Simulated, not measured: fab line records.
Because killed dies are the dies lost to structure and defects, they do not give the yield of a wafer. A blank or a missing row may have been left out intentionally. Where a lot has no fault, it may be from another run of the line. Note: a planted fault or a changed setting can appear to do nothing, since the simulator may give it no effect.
Struck lot and sound lot, side by side | flow nand_harc | 13 steps out of a route of 1159
Sound: wafers L457.3, L457.4, L457.5. Struck: wafer L448.2 (L448.4, L448.5, from the same lot, were not struck and are left out); the cause is given at the end.
Order at every step that has rows: each side's tool, ch and its chambers, its first start. Under that, the readings that differ: sound wafers | struck wafers | difference of the means | sigmas: that difference in standard deviations of wafers without a fault.
alike: readings whose means differ by less than 2 such deviations, and words and numbers that are the same on both sides. not compared: withheld readings, readings that some wafer has no value for, bounds like >300 that may hide the same value, and numbers for which the record gives no deviation and whose values overlap.
A row with sigmas, a row that says differs or no value, or rows on one side alone: a step with any of these is where the two part. Numbers that have no deviation but don't overlap get no sigmas and don't part them. Lack of a reading on every wafer of one side parts them only where that side has two or more wafers.

NHARC_A_SOURCE_PLATE_THK_MEAS_06: measures by ellipsometry.
  struck on film_metro-02, day 10 08:57; sound on film_metro-01, day 12 00:20
  alike: thk_nm
NHARC_A_SOURCE_PLATE_INSPECT_08:
  struck on defect_inspect-02, day 10 09:01; sound on defect_inspect-01, day 12 00:24
  alike: raw_defect_count
next comes 1 step that has no rows for these wafers: NHARC_A_ONON_D1_DEP_00 (target thickness 1000 nm).
NHARC_A_ONON_D1_THK_MEAS_02: measures by ellipsometry.
  struck on film_metro-02, day 10 09:35; sound on film_metro-01, day 12 00:59
  alike: thk_nm
next comes 1 step that has no rows for these wafers: NHARC_A_ONON_D1_DEP_03 (target thickness 1000 nm).
NHARC_A_ONON_D1_THK_MEAS_05: measures by ellipsometry.
  struck on film_metro-02, day 10 10:10; sound on film_metro-01, day 12 01:32
  alike: thk_nm
next comes 1 step that has no rows for these wafers: NHARC_A_ONON_D1_DEP_06 (target thickness 1000 nm).
NHARC_A_ONON_D1_THK_MEAS_08: measures by ellipsometry.
  struck on film_metro-02, day 10 10:43; sound on film_metro-02, day 12 02:07
  alike: thk_nm
next comes 1 step that has no rows for these wafers: NHARC_A_ONON_D1_DEP_09 (target thickness 1000 nm).
NHARC_A_ONON_D1_THK_MEAS_11: measures by ellipsometry.
  struck on film_metro-01, day 10 11:17; sound on film_metro-02, day 12 02:41
  alike: thk_nm
NHARC_A_ONON_D1_DEP_12: target thk 1000 nm.
  sound on pecvd_onon-04 ch 0, day 12 02:51; struck on pecvd_onon-03 ch 0, day 10 11:24
  alike: sih4_flow_sccm
NHARC_A_ONON_D1_THK_MEAS_14: measures by ellipsometry.
  struck on film_metro-01, day 10 11:51; sound on film_metro-02, day 12 03:15
  reading     | sound          | struck | difference | sigmas
  thk_nm (nm) | 1007 1007 1008 | 666    | -341       | -39
then, 1 step without rows for these wafers: NHARC_A_ONON_D1_ANNEAL_15 (time 3600 s).

WHERE THEY PART
Only at NHARC_A_ONON_D1_THK_MEAS_14, as far as this record shows.

WHY: whatever the simulator had introduced
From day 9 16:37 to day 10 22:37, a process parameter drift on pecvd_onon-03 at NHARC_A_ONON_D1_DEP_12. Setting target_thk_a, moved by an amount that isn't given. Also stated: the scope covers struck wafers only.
